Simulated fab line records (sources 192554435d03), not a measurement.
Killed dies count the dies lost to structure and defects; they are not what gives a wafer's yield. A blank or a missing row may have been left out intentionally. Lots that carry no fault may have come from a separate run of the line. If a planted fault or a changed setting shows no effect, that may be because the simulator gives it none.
A lot that was struck, set against a sound lot    flow n5 finfet    36 out of 1938 route steps
Sound: these wafers, L831.3, L831.4, L831.6. Struck: wafer L818.3 (left out: L818.5, a lot-mate that was not struck); the cause follows at the end.
Per side, at each step with rows, come the tool, then ch with its chambers, and then its first start. Under that, the readings that differ: sound wafers    struck wafers    difference of the means    sigmas: that difference in standard deviations of wafers without a fault.
alike: readings with means less than 2 such deviations apart, plus words and numbers identical on both sides. not compared: withheld readings, readings lacking a value on some wafer, bounds such as >300 that could conceal the same value, and numbers that have no deviation in the record and whose values overlap.
A row with sigmas, a row that says differs or no value, or rows on one side alone: a step with any of these is where the two part. When numbers do not overlap yet have no deviation, they are printed without sigmas and do not part them. Lack of a reading on every wafer of one side parts them only where that side has two or more wafers.

first, 9 steps without rows for these wafers: N5_BEOL_M4_ANNEAL_95 (time 240 s); N5_BEOL_M4_SPUTTER_96 (material Cu, target thk 4.5 nm, time 8.29 s); N5_BEOL_M4_ECD_50 (material Cu, target thk 300 nm); N5_BEOL_M4_ANNEAL_51 (time 90 s); N5_BEOL_M4_CMP_52 (polishes, stops on SiOC, t overpolish 6.8 s, target thk 40 nm); N5_BEOL_M4_PRE_CLEAN_60 (time 15 s); N5_BEOL_M4_CO_CAP_55 (material Co, precursor CCTBA/H2, target thk 2 nm, time 102.1 s); N5_BEOL_M4_PRE_CLEAN_56 (time 15 s); N5_BEOL_M4_DEP_57 (deposits SiCN from 3MS/NH3, target thk 8 nm, time 14 s).
N5_BEOL_M4_RC_MEAS_101:
  sound on prober-02 ch 0, day 13 19:11; struck on prober-02 ch 0, day 10 02:25
  alike: DIBL_N, DIBL_P, IOFF_N, IOFF_P, ION_N, ION_P, SS_N, SS_P, VT_N, VT_P
then, 24 steps without rows for these wafers: N5_BEOL_M5_ILD_DEP_00 (deposits SiCOH lowk from DEMS/porogen, target thk 140.64 nm, time 25.9 s); N5_BEOL_M5_CURE_79 (cures SiCOH lowk, time 240 s); N5_BEOL_M5_PECVD_70 (deposits SiO2 from TEOS/O2, target thk 16 nm, time 18 s); N5_BEOL_M5_HM_DEP_02 (deposits TiN, target thk 20 nm); N5_BEOL_M5_COAT_59 (time 60 s, resist thk 60 nm); N5_BEOL_M5_COAT_60 (time 60 s, resist thk 12 nm); N5_BEOL_M5_COAT_71 (time 60 s, resist thk 5 nm); N5_BEOL_M5_COAT_05 (resist thk 30 nm); N5_BEOL_M5_EBR_07; N5_BEOL_M5_SOFTBAKE_06 (time 60 s); N5_BEOL_M5_EXPOSE_08 (exposes mask M5, target cd 28 nm); N5_BEOL_M5_PEB_09 (peb time 60 s); N5_BEOL_M5_DEVELOP_10 (develop time 30 s); N5_BEOL_M5_DESCUM_16 (chemistry O2, time 7 s); N5_BEOL_M5_ETCH_72 (etches underlayer in N2/H2, target depth 6.5 nm, time 5.2 s); N5_BEOL_M5_ETCH_61 (etches SiARC in CF4, target depth 15.6 nm, time 26 s); N5_BEOL_M5_ETCH_62 (etches SOC in N2/H2, target depth 75 nm, overetch 15 nm, time 112.5 s); N5_BEOL_M5_STRIP_63 (strips in N2/H2); N5_BEOL_M5_STRIP_73 (strips in N2/H2); N5_BEOL_M5_STRIP_64 (strips in CF4); N5_BEOL_M5_HM_OPEN_17 (chemistry Cl2/BCl3, target TiN, target depth 20 nm, overetch 6 nm); N5_BEOL_M5_STRIP_19 (strips in O2); N5_BEOL_M5_COAT_65 (time 60 s, resist thk 60 nm); N5_BEOL_M5_COAT_66 (time 60 s, resist thk 12 nm).
-- here the record skips 4 days between the struck wafers' starts before and after, leaving off in module BEOL_M5 and picking up in module BEOL_M15 (first step shown: number 1821 of the route) --
N5_BEOL_M15_SPUTTER_45: material Cu, target thk 100 nm, time 16.67 s.
  struck on pvd sputter-02, day 13 19:16; sound on pvd sputter-02, day 17 04:52
  alike: bias v, cathode dc power W, throttle valve pct
N5_PASSIVATION_PROBE_49:
  the record has rows for the struck wafers here (prober-01, day 14 10:07) and none for the sound ones

== WHERE THEY PART ==
Only at N5_PASSIVATION_PROBE_49, as far as this record shows.

WHY: what the simulator had put in
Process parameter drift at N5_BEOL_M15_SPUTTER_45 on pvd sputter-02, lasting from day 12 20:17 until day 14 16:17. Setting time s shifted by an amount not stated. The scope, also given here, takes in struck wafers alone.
